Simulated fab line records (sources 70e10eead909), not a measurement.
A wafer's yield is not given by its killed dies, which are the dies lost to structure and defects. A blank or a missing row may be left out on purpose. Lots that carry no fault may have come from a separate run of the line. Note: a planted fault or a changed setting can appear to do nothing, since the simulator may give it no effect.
Which tool is to blame?    flow nand harc    72 wafers from 24 lots sampled at 5 of the route's 1159 steps

WHAT THE GAUGES READ, wafer by wafer
NHARC_P_M0_INSPECT_11.
lot   measured      on                 raw defect count
L074  day 5 18:08   defect inspect-02  3 2 2
L075  day 5 19:13   defect inspect-01  5 2 3
L077  day 6 06:25   defect inspect-02  3 4 2
L076  day 6 10:20   defect inspect-02  2 6 3
L078  day 6 19:16   defect inspect-02  4 2 0
L079  day 7 06:13   defect inspect-01  3 1 3
L080  day 7 09:14   defect inspect-01  2 1 2
L083  day 7 16:07   defect inspect-02  2 3 1
L082  day 7 16:16   defect inspect-01  5 1 2
L081  day 7 16:42   defect inspect-02  5 3 5
L085  day 8 09:58   defect inspect-02  4 8 6
L084  day 8 10:19   defect inspect-02  6 6 1
L086  day 9 07:49   defect inspect-01  4 3 4
L088  day 9 08:23   defect inspect-02  2 3 3
L087  day 9 08:54   defect inspect-01  5 0 2
L089  day 9 18:02   defect inspect-01  2 9 3
L090  day 9 19:02   defect inspect-02  3 4 2
L091  day 10 09:18  defect inspect-02  0 2 5
L092  day 10 09:51  defect inspect-02  2 2 3
L093  day 10 11:26  defect inspect-02  9 3 8
L094  day 10 23:44  defect inspect-02  5 5 5
L095  day 11 03:40  defect inspect-01  2 9 5
L096  day 11 04:05  defect inspect-01  4 4 3
L097  day 12 04:14  defect inspect-02  4 4 3

EACH LOT AND THE TOOL THAT RAN IT (in order: tool; ch and the chambers of the sampled wafers; start)
lot   NHARC_P_GATE_RTA_82               NHARC_P_CONTACT_DESCUM_17           NHARC_P_CONTACT_ALD_22               NHARC_P_CONTACT_CMP_24
L074  rtp anneal-02 ch 0, day 5 11:13   rie diel-11 ch 1,2,3, day 5 13:04   ald metal-02 ch 0,1, day 5 15:23     cmp-03 ch 1,3, day 5 16:43
L075  rtp anneal-02 ch 0, day 5 12:19   rie diel-08 ch 0,3, day 5 14:19     ald metal-01 ch 0,2, day 5 16:23     cmp-01 ch 2,3, day 5 17:41
L077  rtp anneal-01 ch 0, day 6 00:13   rie diel-03 ch 0,2,3, day 6 02:21   ald metal-01 ch 0,1, day 6 04:09     cmp-01 ch 0,2,3, day 6 05:02
L076  rtp anneal-02 ch 0, day 6 01:29   rie diel-03 ch 1,2,3, day 6 04:28   ald metal-04 ch 0,1,3, day 6 06:17   cmp-04 ch 0,1,2, day 6 09:04
L078  rtp anneal-02 ch 0, day 6 10:54   rie diel-03 ch 0,1,2, day 6 12:55   ald metal-02 ch 0,2,3, day 6 14:44   cmp-03 ch 0,2,3, day 6 17:52
L079  rtp anneal-01 ch 0, day 6 21:46   rie diel-03 ch 0,1,3, day 6 23:43   ald metal-04 ch 0,1, day 7 01:33     cmp-04 ch 1,2,3, day 7 04:49
L080  rtp anneal-01 ch 0, day 7 03:16   rie diel-03 ch 0,1, day 7 05:11     ald metal-04 ch 0,2, day 7 07:03     cmp-01 ch 1,2, day 7 07:55
L083  rtp anneal-02 ch 0, day 7 08:17   rie diel-03 ch 0,1,2, day 7 10:17   ald metal-04 ch 0,2,3, day 7 12:06   cmp-01 ch 0,1,2, day 7 14:28
L082  rtp anneal-01 ch 0, day 7 08:52   rie diel-11 ch 0,2, day 7 10:49     ald metal-01 ch 0,2,3, day 7 12:49   cmp-01 ch 0,1, day 7 14:45
L081  rtp anneal-02 ch 0, day 7 09:43   rie diel-03 ch 1,2,3, day 7 11:34   ald metal-04 ch 0,1,3, day 7 13:25   cmp-01 ch 2,3, day 7 15:16
L085  rtp anneal-02 ch 0, day 8 03:55   rie diel-08 ch 1,2, day 8 05:47     ald metal-04 ch 2,3, day 8 07:40     cmp-01 ch 1,3, day 8 08:32
L084  rtp anneal-02 ch 0, day 8 04:11   rie diel-03 ch 0,2,3, day 8 06:11   ald metal-02 ch 0,1,2, day 8 08:01   cmp-04 ch 0,1,3, day 8 08:53
L086  rtp anneal-02 ch 0, day 8 18:58   rie diel-08 ch 0,3, day 8 20:59     ald metal-01 ch 1,3, day 8 22:56     cmp-04 ch 0,2,3, day 9 06:25
L088  rtp anneal-01 ch 0, day 8 19:45   rie diel-08 ch 0,1,2, day 8 21:59   ald metal-04 ch 0,1,3, day 8 23:53   cmp-01 ch 1,2,3, day 9 06:58
L087  rtp anneal-02 ch 0, day 8 20:37   rie diel-03 ch 1,3, day 8 22:34     ald metal-01 ch 1,3, day 9 00:23     cmp-03 ch 0,1,2, day 9 07:31
L089  rtp anneal-01 ch 0, day 9 10:25   rie diel-08 ch 0,3, day 9 12:25     ald metal-04 ch 0,1,2, day 9 14:16   cmp-01 ch 1,2,3, day 9 16:37
L090  rtp anneal-01 ch 0, day 9 10:44   rie diel-11 ch 0,1, day 9 12:54     ald metal-02 ch 0,2,3, day 9 16:46   cmp-01 ch 0,2,3, day 9 17:37
L091  rtp anneal-01 ch 0, day 9 20:19   rie diel-11 ch 0,1,3, day 9 22:16   ald metal-02 ch 0,2, day 10 00:14    cmp-01 ch 0,1, day 10 07:59
L092  rtp anneal-01 ch 0, day 9 20:37   rie diel-03 ch 0,1,3, day 9 22:37   ald metal-01 ch 2,3, day 10 00:29    cmp-04 ch 0,1,2, day 10 08:34
L093  rtp anneal-02 ch 0, day 10 01:57  rie diel-08 ch 0,3, day 10 03:53    ald metal-01 ch 1,2,3, day 10 05:47  cmp-03 ch 0,1,3, day 10 10:10
L094  rtp anneal-01 ch 0, day 10 14:43  rie diel-03 ch 0,1,3, day 10 16:41  ald metal-02 ch 2,3, day 10 18:31    cmp-01 ch 1,2,3, day 10 22:06
L095  rtp anneal-02 ch 0, day 10 19:46  rie diel-08 ch 0,1,2, day 10 21:37  ald metal-04 ch 0,1,2, day 10 23:29  cmp-03 ch 0,1,2, day 11 02:08
L096  rtp anneal-01 ch 0, day 10 22:01  rie diel-03 ch 1,2,3, day 11 00:02  ald metal-01 ch 0,1,3, day 11 01:53  cmp-01 ch 0,1,3, day 11 02:44
L097  rtp anneal-01 ch 0, day 11 16:39  rie diel-03 ch 0,3, day 11 18:36    ald metal-04 ch 0,3, day 11 20:28    cmp-03 ch 0,3, day 12 02:58
- NHARC_P_GATE_RTA_82: time 30 s.
- NHARC_P_CONTACT_DESCUM_17: chemistry O2, time 3 s.
- NHARC_P_CONTACT_ALD_22: deposits TiN, target thk 3 nm, pulse time 1 s, ald cycles 150.
- NHARC_P_CONTACT_CMP_24: polishes, t overpolish 30 s, target thk 200 nm.

WHAT THE TOOLS THEMSELVES READ (means of the sampled wafers that have a number; where no wafer has one, the mark that the record gives instead)
NHARC_P_GATE_RTA_82.
lot   tool           lamp power pct (%)  lamp_zone_4_pct (%)  wafer_temp_C_max
L074  rtp anneal-02  3.99                3.98                 451.2
L075  rtp anneal-02  3.98                3.98                 451.6
L077  rtp anneal-01  4.07                4.06                 452.2
L076  rtp anneal-02  3.98                3.98                 451.4
L078  rtp anneal-02  3.98                3.98                 451.8
L079  rtp anneal-01  4.06                4.06                 451.9
L080  rtp anneal-01  4.06                4.07                 452.2
L083  rtp anneal-02  3.99                3.99                 451.6
L082  rtp anneal-01  4.07                4.07                 452.5
L081  rtp anneal-02  3.98                3.98                 451.6
L085  rtp anneal-02  3.98                3.99                 451.9
L084  rtp anneal-02  3.98                3.98                 451.6
L086  rtp anneal-02  3.98                3.98                 451.4
L088  rtp anneal-01  4.06                4.06                 451.5
L087  rtp anneal-02  3.99                3.98                 451.7
L089  rtp anneal-01  4.06                4.07                 452.1
L090  rtp anneal-01  4.06                4.07                 452.3
L091  rtp anneal-01  4.06                4.06                 452.2
L092  rtp anneal-01  4.06                4.07                 452.3
L093  rtp anneal-02  3.98                3.98                 451.2
L094  rtp anneal-01  4.06                4.06                 452.7
L095  rtp anneal-02  3.98                3.98                 451.5
L096  rtp anneal-01  4.06                4.06                 452.4
L097  rtp anneal-01  4.06                4.06                 452.4

NHARC_P_CONTACT_DESCUM_17.
lot   tool         drypump motor current A (A)  oes product au (a.u.)  rf vpp V (V)  showerhead plenum p Torr (Torr)  throttle valve pct (%)
L074  rie diel-11  5.9                          0.997                  58.7          1.89                             11.315
L075  rie diel-08  5.4                          1.001                  58.0          1.83                             11.317
L077  rie diel-03  5.6                          1.002                  57.3          1.92                             11.312
L076  rie diel-03  5.8                          1.002                  58.0          1.95                             11.306
L078  rie diel-03  5.7                          0.998                  58.5          1.96                             11.315
L079  rie diel-03  5.1                          0.984                  57.6          1.98                             11.311
L080  rie diel-03  5.0                          1.008                  58.7          1.99                             11.315
L083  rie diel-03  5.6                          1.007                  57.9          1.96                             11.303
L082  rie diel-11  6.4                          0.994                  57.9          1.95                             11.306
L081  rie diel-03  5.8                          0.991                  58.5          1.95                             11.296
L085  rie diel-08  5.9                          1.009                  58.1          1.96                             11.317
L084  rie diel-03  5.6                          0.987                  58.5          1.92                             11.312
L086  rie diel-08  5.4                          0.996                  57.5          1.83                             11.325
L088  rie diel-08  5.8                          1.013                  57.4          1.88                             11.309
L087  rie diel-03  5.3                          0.986                  57.8          1.97                             11.324
L089  rie diel-08  5.2                          0.995                  56.8          1.87                             11.315
L090  rie diel-11  5.8                          1.000                  57.0          1.90                             11.322
L091  rie diel-11  5.7                          0.991                  58.4          1.88                             11.316
L092  rie diel-03  5.1                          0.990                  58.4          1.98                             11.313
L093  rie diel-08  5.4                          0.993                  57.7          1.83                             11.313
L094  rie diel-03  5.1                          0.998                  57.8          1.98                             11.313
L095  rie diel-08  5.8                          1.003                  57.8          1.88                             11.308
L096  rie diel-03  5.8                          1.000                  57.2          1.95                             11.307
L097  rie diel-03  5.0                          0.998                  56.5          1.94                             11.310

NHARC_P_CONTACT_ALD_22.
lot   tool          heater power w (W)  precursor pulse height rel
L074  ald metal-02  1035                1.023
L075  ald metal-01  1080                1.006
L077  ald metal-01  1062                1.002
L076  ald metal-04  1186                1.011
L078  ald metal-02  1091                1.004
L079  ald metal-04  1214                1.004
L080  ald metal-04  1264                1.022
L083  ald metal-04  1195                1.001
L082  ald metal-01  1088                1.016
L081  ald metal-04  1201                0.996
L085  ald metal-04  1179                0.998
L084  ald metal-02  1105                1.020
L086  ald metal-01  1090                1.019
L088  ald metal-04  1208                0.993
L087  ald metal-01  1116                1.008
L089  ald metal-04  1232                1.000
L090  ald metal-02  1026                0.997
L091  ald metal-02  1032                1.004
L092  ald metal-01  1047                1.008
L093  ald metal-01  1084                1.007
L094  ald metal-02  1015                0.982
L095  ald metal-04  1212                1.000
L096  ald metal-01  1114                1.030
L097  ald metal-04  1154                1.019

NHARC_P_CONTACT_CMP_24.
lot   tool    motor current A (A)  overpolish run s (s)  slurry filter dp kPa (kPa)  time to endpoint s (s)
L074  cmp-03  10.8                 30.004                13.60                       38
L075  cmp-01  13.7                 30.012                13.51                       40
L077  cmp-01  13.1                 30.007                13.59                       43
L076  cmp-04  11.3                 29.993                13.52                       39
L078  cmp-03  11.5                 29.999                13.50                       39
L079  cmp-04  10.3                 30.006                13.42                       42
L080  cmp-01  13.2                 30.000                13.60                       43
L083  cmp-01  12.7                 30.006                13.36                       42
L082  cmp-01  12.8                 30.005                13.41                       41
L081  cmp-01  13.1                 30.001                13.50                       48
L085  cmp-01  10.9                 30.000                13.56                       45
L084  cmp-04  11.3                 30.001                13.58                       41
L086  cmp-04  11.0                 29.995                13.45                       41
L088  cmp-01  12.1                 30.000                13.60                       44
L087  cmp-03  12.1                 29.995                13.40                       41
L089  cmp-01  11.9                 30.003                13.38                       45
L090  cmp-01  13.3                 30.001                13.47                       46
L091  cmp-01  11.7                 29.997                13.46                       39
L092  cmp-04  11.3                 29.997                13.61                       43
L093  cmp-03  11.4                 30.008                13.46                       41
L094  cmp-01  12.2                 29.993                13.45                       43
L095  cmp-03  11.4                 30.006                13.52                       43
L096  cmp-01  12.0                 30.007                13.49                       42
L097  cmp-03  11.0                 29.994                13.59                       34

THE ANSWER, worked out from the rows above alone
Rule: usual is defined by the lots themselves. The widest of any qualifying gaps counts: lots, ordered by their means at a reading, are off when they make up no more than a third of the lots, leave a main group of 4 or more, and stand apart from it by 3 or more times the standard deviation of that group's means. The tables above print the reading to a certain number of digits; a main group whose means all agree to those digits is not used. A lot without any number at a reading at which 4 lots or more have one is off too. Any other lot the step has rows for is counted as sound. Order of review: gauges by route order, followed by the tools' own readings, for which a lot's mean as printed above is used. At the first step where some lot is off, the reading lying furthest off is the one used; lots without a number count as furthest.
Nothing can be told from this: no lot is off at any reading shown.

WHAT THE SIMULATOR HAD INSERTED
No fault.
